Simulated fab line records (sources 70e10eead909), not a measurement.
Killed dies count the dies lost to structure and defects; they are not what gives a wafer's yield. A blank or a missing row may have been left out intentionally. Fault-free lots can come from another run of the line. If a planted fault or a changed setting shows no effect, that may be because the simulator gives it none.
A lot that was struck, set against a sound lot | flow nand harc | 14 steps out of a route of 1302
Sound: the wafers L820.1, L820.3, L820.4. Struck: wafer L825.3 (left out: L825.4, L825.5 of the same lot, which were not struck); the cause appears at the end.
For every step that has rows: the tool of each side, followed by ch and its chambers, followed by its first start. Under that, the readings that differ: sound wafers | struck wafers | difference of the means | sigmas: that difference in standard deviations of wafers without a fault.
alike: readings whose means differ by less than 2 such deviations, and words and numbers that are the same on both sides. not compared: withheld readings, readings that some wafer has no value for, bounds like >300 that may hide the same value, and numbers for which the record gives no deviation and whose values overlap.
The two part at a step that has a row with sigmas, a row that says differs or no value, or rows on one side only. Non-overlapping numbers with no deviation appear without sigmas and do not part them. A reading missing from all wafers of one side parts the sides only when that side holds two or more wafers.

first, 1 step without rows for these wafers: NHARC_A_CHANNEL_FILL_D2_ALD_15 (deposits SiNx, target thk 2 nm, pulse time 60 s, ald cycles 19).
NHARC_A_CHANNEL_FILL_D2_ALD_16: deposits SiO2, target thk 1.5 nm, pulse time 10 s, ald cycles 15.
  sound on ald hk-01 ch 0,2,3, day 15 20:14; struck on ald hk-04 ch 1, day 17 23:16
  reading                    | sound             | struck | difference | sigmas
  precursor pulse height rel | 1.017 0.970 1.018 | 0.959  | -0.043     | -2
  alike: heater power w
  not compared: ald cycles
then, 2 steps without rows for these wafers: NHARC_A_CHANNEL_FILL_D2_ANNEAL_17 (time 1800 s); NHARC_A_CHANNEL_FILL_D2_CVD_18 (deposits poly-Si, target thk 3 nm).
NHARC_A_CHANNEL_FILL_D2_ETCHBACK_19: etches the open film in HBr/Cl2, target depth 5 nm, time 1.7 s.
  sound on rie si-01 ch 1,2,3, day 16 08:13; struck on rie si-02 ch 1, day 18 11:07
  reading                     | sound       | struck | difference | sigmas
  drypump motor current A (A) | 5.6 5.4 5.4 | 6.8    | +1.3       | +2
  alike: oes product au, rf fwd power W, throttle valve pct
  not compared: rf hours counter h
NHARC_A_CHANNEL_FILL_D2_ETCHBACK_20: etches the open film in C4F8/O2/Ar, target depth 27 nm, time 13.5 s.
  sound on rie diel-11 ch 1,2,3, day 16 08:20; struck on rie diel-11 ch 2, day 18 11:14
  reading                | sound | struck | difference | sigmas
  rf hours counter h (h) | 2 4 4 | 5      | +2         |
  alike: oes product au, rf fwd power W, rf vpp V
NHARC_A_CHANNEL_FILL_D2_STRIP_28: strips in O2, time 20 s.
  sound on rie diel-11 ch 0,1,2, day 16 08:26; struck on rie diel-11 ch 3, day 18 11:20
  reading                     | sound          | struck | difference | sigmas
  drypump motor current A (A) | 5.89 5.40 5.98 | 6.33   | +0.57      | +2
  rf hours counter h (h)      | 4 4 2          | 5      | +2         |
  alike: oes product au, rf vpp V, showerhead plenum p Torr, throttle valve pct
then, 4 steps without rows for these wafers: NHARC_A_CHANNEL_FILL_D2_PRECLEAN_21 (cleans in dHF, time 30 s); NHARC_A_CHANNEL_FILL_D2_SRD_23; NHARC_A_CHANNEL_FILL_D2_CVD_05 (deposits poly-Si, target thk 5 nm); NHARC_A_CHANNEL_FILL_D2_ANNEAL_22 (time 7200 s).
NHARC_A_CHANNEL_FILL_D2_ALD_25: deposits SiOx, target thk 60 nm, pulse time 10 s, ald cycles 600.
  sound on ald hk-01 ch 0,1,2, day 16 21:29; struck on ald hk-02 ch 2, day 19 01:04
  reading    | sound       | struck | difference | sigmas
  ald cycles | 600 600 600 | 825    | +225       |
  alike: heater power w, precursor pulse height rel
NHARC_A_CHANNEL_FILL_D2_ETCHBACK_08: etches the open film in C4F8, target depth 220 nm, time 110 s.
  sound: rie diel-11 ch 0,1,3; struck: rie diel-02 ch 1
  reading               | sound          | struck | difference | sigmas
  oes product au (a.u.) | 0.92 0.92 0.92 | 0.99   | +0.07      | +2
  alike: rf fwd power W, rf vpp V
  not compared: rf hours counter h
following that, these wafers have no rows for 1 step: NHARC_END_SORT_01.

## WHERE THEY PART
At NHARC_A_CHANNEL_FILL_D2_ALD_16 first; at NHARC_A_CHANNEL_FILL_D2_ETCHBACK_08 last (within this record only).

WHY: what had been put in by the simulator
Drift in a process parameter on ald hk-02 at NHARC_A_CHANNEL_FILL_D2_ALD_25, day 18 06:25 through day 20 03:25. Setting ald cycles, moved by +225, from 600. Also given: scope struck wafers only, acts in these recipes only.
